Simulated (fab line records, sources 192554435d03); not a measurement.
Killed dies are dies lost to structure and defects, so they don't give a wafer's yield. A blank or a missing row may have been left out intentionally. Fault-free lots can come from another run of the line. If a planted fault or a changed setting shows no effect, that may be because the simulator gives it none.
The same fault as seen by 3 desks ; flow n5_finfet ; what lay behind the numbers comes last; until then each desk has only its own

== METROLOGY DESK ==
What the gauges read for every lot (on any tool): the sampled wafers with a number, averaged. The brackets show how far a lot's mean lies from the usual mean; more than 4 standard deviations puts the lot out of limits, marked OUT. Of its 12 readings 7 are shown: those that lie furthest out on some lot.
Columns: A = cd_nm at N5_MOL_CONTACT_COAG_CD_MEAS_99, usual 17.2 nm; B = DIBL_P at N5_BEOL_M4_RC_MEAS_101, usual 35.9 mV/V; C = IOFF_N at N5_BEOL_M4_RC_MEAS_101, usual 0.149 nA/um; D = IOFF_P at N5_BEOL_M4_RC_MEAS_101, usual 0.205 nA/um; E = ION_P at N5_BEOL_M4_RC_MEAS_101, usual 461 uA/um; F = SS_N at N5_BEOL_M4_RC_MEAS_101, usual 71.4 mV/dec; G = VT_P at N5_BEOL_M4_RC_MEAS_101, usual -250.1 mV
lot;first seen here;A;B;C;D;E;F;G
L585;day 5 11:20;17.1;37.5;0.182;0.241;463;71.3;-248.5
L587;day 5 23:37;17.3;36.8;0.157;0.217;464;71.7;-247.9
L588;day 6 07:22;17.6;36.3;0.136;0.190;458;71.4;-250.6
L592;day 7 07:58;17.3;35.2;0.149;0.181;450;72.4;-252.8
L595;day 7 21:30;17.4;34.5;0.119;0.169;456;71.2;-253.8
L598;day 8 18:01;17.8;33.9;0.130;0.185;470;70.8;-250.6
L601;day 9 12:41;17.8;36.1;0.152;0.213;465;71.1;-251.6
L603;day 10 03:34;17.0;35.8;0.145;0.202;456;71.6;-251.8
L605;day 10 16:51;17.4;34.8;0.153;0.227;468;71.2;-247.3
This desk's verdict: no lot among the 9 shows anything out of limits.

== THE DEFECT DESK ==
Lot by lot, what the route's inspections counted, given as the mean of those sampled wafers with a number. The brackets show how far a lot's mean lies from the usual mean; more than 4 standard deviations puts the lot out of limits, marked OUT.
Columns: A = raw_defect_count at N5_GATE_CUT_INSPECT_26, usual 42
lot;first seen here;A
L585;day 5 10:24;63
L587;day 5 22:48;65
L588;day 6 06:19;36
L592;day 7 07:09;27
L595;day 7 20:38;40
L598;day 8 17:12;48
L601;day 9 11:45;26
L603;day 10 02:32;46
L605;day 10 15:04;36
This desk's verdict: no lot among the 9 shows anything out of limits.

== FOR THE TOOL OWNER'S DESK: rie_diel-05 ==
The tool's own readings at N5_MOL_CONTACT_COAG_CONTACT_ETCH_14 (etches SiO2 in C4F6/O2, target depth 27.5 nm, overetch 8.5 nm, time 20 s): means of the sampled wafers that have a number, for each lot that ran on this tool. The brackets show how far a lot's mean lies from the usual mean; more than 4 standard deviations puts the lot out of limits, marked OUT.
Columns: A = drypump_motor_current_A at N5_MOL_CONTACT_COAG_CONTACT_ETCH_14, usual 5.7 A; B = oes_product_au at N5_MOL_CONTACT_COAG_CONTACT_ETCH_14, usual 0.65 a.u.; C = rf_vpp_V at N5_MOL_CONTACT_COAG_CONTACT_ETCH_14, usual 691.4 V; D = run_length_s at N5_MOL_CONTACT_COAG_CONTACT_ETCH_14, usual 43.1 s; E = showerhead_plenum_p_Torr at N5_MOL_CONTACT_COAG_CONTACT_ETCH_14, usual 2.84 Torr; F = throttle_valve_pct at N5_MOL_CONTACT_COAG_CONTACT_ETCH_14, usual 21.40 %
lot;first seen here;A;B;C;D;E;F
L587;day 5 23:24;6.1;0.62;691.1;43.4;2.83;21.50
L588;day 6 07:09;5.7;0.62;691.7;43.3;2.86;21.59
L595;day 7 21:17;6.0;0.68;691.9;43.1;2.85;21.29
L598;day 8 17:48;6.5;0.77;689.4;39.2 (-10) OUT;2.79;21.13
L601;day 9 12:28;6.4;0.76;691.1;39.2 (-10) OUT;2.84;21.10
L603;day 10 03:20;6.3;0.76;692.3;39.3 (-10) OUT;2.83;21.12
This desk's verdict: out of limits on L598, L601, L603, starting with L598 at day 8 17:48 (run_length_s at N5_MOL_CONTACT_COAG_CONTACT_ETCH_14). L587, L588, L595 stayed within limits.

== BROUGHT TOGETHER ==
An alarm could have come from the tool owner's desk at day 8 17:48, on L598, L601, L603.
Nothing out of limits was seen by the metrology desk.
Nothing out of limits was seen by the defect desk.
The metrology desk holds a record of L598, L601, L603, inside its limits.
The defect desk has L598, L601, L603 on record, within its limits.
N5_MOL_CONTACT_COAG_CONTACT_ETCH_14 was run on rie_diel-05 by each of the lots named.

== WHAT WAS PUT IN BY THE SIMULATOR ==
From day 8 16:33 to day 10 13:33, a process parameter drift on rie_diel-05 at N5_MOL_CONTACT_COAG_CONTACT_ETCH_14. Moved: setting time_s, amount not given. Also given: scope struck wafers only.
Shown lots that were struck: L598, L601, L603.
Hours from the fault's start to each desk's first reading out of limits: the tool owner's desk, 1.
